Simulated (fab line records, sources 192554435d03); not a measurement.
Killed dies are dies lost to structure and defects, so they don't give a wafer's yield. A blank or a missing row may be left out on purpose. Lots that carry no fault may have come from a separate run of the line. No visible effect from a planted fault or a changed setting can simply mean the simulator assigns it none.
Problem report in the 8D (eight disciplines) form, filled by code + flow n5Finfet + the parts of the form that need people (team, actions taken, sign-off) are left out

== 1. PROBLEM STATEMENT ==
Mean of susceptorTempC at N5_BEOL_M7_PECVD_70: 411.08 C across 2 wafers in 2 lots; on wafers with no fault it is 399.97 C (standard deviation 0.22). That is +50 standard deviations from the usual mean.
The step: deposits SiO2 from TEOS/O2, target thk 20 nm, time 22.7 s.
Earliest sighting: wafer L907.1 on pecvd-03 at day 12 15:53. Wafers with a number at this step in the record: 37, from 13 lots. Rule for "out", or "out of limits": more than 4 standard deviations from the usual mean. The rest of the wafers with a number are treated as sound.

== 2. WHAT IT IS AND WHAT IT IS NOT ==
| question                    | is                | is not                                                                                       |
|-----------------------------|-------------------|----------------------------------------------------------------------------------------------|
| which readings at this step | susceptorTempC    | heaterPowerW, throttleValvePct                                                               |
| which lots                  | L907, L911        | L894, L897, L898, L899, L900, L903, L906, L913, L914, L915, L916                             |
| which wafers of those lots  | L907.1, L911.3    | L907.2, L907.3, L911.1                                                                       |
| read on which tools         | pecvd-03          | pecvd-01, pecvd-02                                                                           |
| when                        | from day 12 15:53 | up to then (23 sound wafers); but 12 sound wafers of L911, L913, L914, L915, L916 came after |

== 3. SUSPECTS, AND WHAT RULES EACH OUT ==
Counting: any tool at a process step up to the reading remains a suspect provided it ran every lot that is out. Sound lots after the first of them don't rule it out here, since some wafers of a struck lot are sound.
- pecvd-03 at N5_BEOL_M7_PECVD_70 (deposits SiO2 from TEOS/O2, target thk 20 nm, time 22.7 s): kept. It processed each lot that is out (first: L907, day 12 15:53); up to then, its last sound lot is L900 (day 10 20:19). On those wafers its own readings are out: susceptorTempC.
- At N5_BEOL_M7_PECVD_70, inside pecvd-03: chamber 1 took the wafers that are out, while their sound lot-mates went through chambers 0, 2.
The count leaves pecvd-03 at N5_BEOL_M7_PECVD_70.

== 4. THE CAUSE (what the simulator had put in) ==
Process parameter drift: pecvd-03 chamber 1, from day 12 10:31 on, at N5_BEOL_M7_PECVD_70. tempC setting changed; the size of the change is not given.
Only this tool survived the counting.

== 5. THE EFFECT CHAIN, in route order ==
One row per reading whose mean, taken over the struck wafers that have a number, lies over 3 standard deviations from the usual. Readings are gone through only where the record gives a usual standard deviation; hours: the median, over the lots, of the time from a lot's start at the first step in this table giving one to that lot's start at this step; sigmas: the change measured in usual standard deviations.
| hours | step                | reading        | usual    | on struck wafers | change | sigmas |
|-------|---------------------|----------------|----------|------------------|--------|--------|
| 0     | N5_BEOL_M7_PECVD_70 | susceptorTempC | 399.97 C | 411.08           | +11.11 | +50    |
Process steps it contains:
- N5_BEOL_M7_PECVD_70: deposits SiO2 from TEOS/O2, target thk 20 nm, time 22.7 s.

== 6. HOW IT WOULD HAVE BEEN CAUGHT EARLIER ==
5 hours passed between the start of the fault at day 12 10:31 and the first reading out of limits in this record, taken at day 12 15:53.
